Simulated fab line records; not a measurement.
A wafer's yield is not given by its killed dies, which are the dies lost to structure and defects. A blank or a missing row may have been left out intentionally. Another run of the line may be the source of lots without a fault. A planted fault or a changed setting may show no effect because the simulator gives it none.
The tool behind it: which one? | flow n5Finfet | 12 lots, 36 wafers sampled, at 5 steps of a route of 1938

## WHAT EACH GAUGE READ, for each wafer
N5_BEOL_M5_RS_MEAS_57: measures by four-point-probe.
lot  | measured     | on           | M5_RS (ohm/sq)
L075 | day 8 11:19  | filmMetro-01 | 0.385 0.380 0.365
L076 | day 9 06:01  | filmMetro-01 | 0.434 0.411 0.426
L078 | day 9 19:14  | filmMetro-02 | 0.409 0.397 0.396
L081 | day 10 11:08 | filmMetro-02 | 0.387 0.384 0.400
L082 | day 10 17:15 | filmMetro-01 | 0.397 0.396 0.430
L085 | day 11 11:27 | filmMetro-02 | 0.388 0.422 0.383
L087 | day 12 06:21 | filmMetro-01 | 0.386 0.370 0.381
L089 | day 12 08:23 | filmMetro-01 | 0.360 0.422 0.373
L091 | day 13 12:14 | filmMetro-01 | 0.382 0.386 0.373
L094 | day 13 16:01 | filmMetro-02 | 0.386 0.411 0.387
L095 | day 14 00:59 | filmMetro-02 | 0.360 0.370 0.387
L097 | day 15 07:13 | filmMetro-02 | 0.399 0.386 0.404

## EACH LOT AND THE TOOL THAT RAN IT (in order: tool; ch and the chambers of the sampled wafers; start)
lot  | N5_BEOL_M5_DEGAS_44         | N5_BEOL_M5_ANNEAL_84        | N5_BEOL_M5_ANNEAL_89        | N5_BEOL_M5_DEP_56
L075 | pvdSputter-01, day 8 05:04  | pvdSputter-01, day 8 08:02  | pvdSputter-01, day 8 09:08  | pecvd-02 ch 0,1, day 8 11:13
L076 | pvdSputter-03, day 8 21:59  | pvdSputter-03, day 9 02:48  | pvdSputter-03, day 9 03:53  | pecvd-03 ch 1,2, day 9 05:57
L078 | pvdSputter-03, day 9 12:06  | pvdSputter-03, day 9 15:05  | pvdSputter-03, day 9 16:10  | pecvd-02 ch 0,1,2, day 9 19:11
L081 | pvdSputter-03, day 10 04:55 | pvdSputter-02, day 10 07:58 | pvdSputter-02, day 10 09:04 | pecvd-02 ch 0,2, day 10 11:04
L082 | pvdSputter-01, day 10 10:41 | pvdSputter-01, day 10 14:05 | pvdSputter-01, day 10 15:11 | pecvd-02 ch 0,1,2, day 10 17:11
L085 | pvdSputter-03, day 11 05:04 | pvdSputter-03, day 11 08:08 | pvdSputter-03, day 11 09:14 | pecvd-03 ch 0,1,2, day 11 11:23
L087 | pvdSputter-03, day 11 20:00 | pvdSputter-01, day 12 03:13 | pvdSputter-01, day 12 04:17 | pecvd-02 ch 1,2, day 12 06:17
L089 | pvdSputter-02, day 12 02:11 | pvdSputter-02, day 12 05:08 | pvdSputter-02, day 12 06:13 | pecvd-01 ch 0,1, day 12 08:19
L091 | pvdSputter-01, day 13 04:32 | pvdSputter-01, day 13 09:04 | pvdSputter-01, day 13 10:09 | pecvd-03 ch 0,1,2, day 13 12:10
L094 | pvdSputter-03, day 13 07:52 | pvdSputter-03, day 13 12:52 | pvdSputter-03, day 13 13:56 | pecvd-02 ch 1,2, day 13 15:56
L095 | pvdSputter-03, day 13 18:53 | pvdSputter-03, day 13 21:50 | pvdSputter-03, day 13 22:55 | pecvd-03 ch 0,1, day 14 00:55
L097 | pvdSputter-03, day 15 00:48 | pvdSputter-01, day 15 03:45 | pvdSputter-01, day 15 04:50 | pecvd-02 ch 0,1, day 15 07:08
- N5_BEOL_M5_DEGAS_44: time 60 s.
- N5_BEOL_M5_ANNEAL_84: time 1800 s.
- N5_BEOL_M5_ANNEAL_89: time 1800 s.
- N5_BEOL_M5_DEP_56: deposits SiCN from 3MS/NH3, target thk 8 nm, time 14 s.

## THE ANSWER, worked out from the rows above alone
Rule: the lots themselves supply what counts as usual. Put in order of their means at a reading, lots are off if they are a third of the lots or fewer, leave a main group of 4 or more, and stand apart from it by a gap of 3 or more times the standard deviation of the main group's means; of several such gaps the widest counts. The tables above print the reading to a certain number of digits; a main group whose means all agree to those digits is not used. Also off: a lot with no number at a reading for which 4 or more lots have one. Where the step has rows for the other lots, those lots are counted as sound.
Across all readings shown, no lot is off: no conclusion can be drawn from this.

## WHAT HAD BEEN PUT IN BY THE SIMULATOR
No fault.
